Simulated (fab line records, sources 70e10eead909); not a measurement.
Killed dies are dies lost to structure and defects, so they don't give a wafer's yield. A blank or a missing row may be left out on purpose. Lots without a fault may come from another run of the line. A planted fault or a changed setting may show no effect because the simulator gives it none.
Chamber matching | flow nand_harc | NHARC_A_CHANNEL_HOLE_D2_ETCH_44 on rie_diel-07: 4 sister chambers
The step etches the open film in CF4/O2, target depth 140 nm, overetch 14 nm, time 77 s. 4 wafers are shown with their chamber, then 8 later ones without.

WAFERS WITH THEIR CHAMBER
wafer  | chamber | drypump_motor_current_A (A)
L087.2 | 2       | 5.4
L087.3 | 3       | 6.0
L087.4 | 1       | 5.6
L088.3 | 0       | 6.3

WAFERS WITHOUT THEIR CHAMBER
wafer  | drypump_motor_current_A (A)
L088.4 | 5.6
L088.6 | 6.3
L095.1 | 6.2
L095.4 | 6.0
L095.5 | 6.3
L096.1 | 6.0
L096.5 | 5.5
L096.6 | 6.3

WHICH CHAMBER EACH WENT THROUGH
wafer  | from the rows above     | in truth
L088.4 | 1                       | 1
L088.6 | 0                       | 0
L095.1 | 0                       | 0
L095.4 | 3                       | 3
L095.5 | 0                       | 0
L096.1 | 3                       | 3
L096.5 | can't be placed: 1 or 2 | 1
L096.6 | 0                       | 0
Placed correctly: 7 of 8. Can't be placed from these rows: 1 (the true chamber is among the candidates in 1). Placed wrongly: 0.
How it was worked out, from the rows above alone: a wafer's distance from a chamber is the root of the sum, over the readings, of the square of ((its reading less the chamber's mean) divided by the reading's scatter). The wafer belongs to the nearest chamber; if the next one is less than 2 further off, it can't be placed. A chamber's mean is the mean of its shown wafers. The scatter: with one shown wafer a chamber, the root of the mean of the squares of how far each hidden wafer lies from its nearest shown one.
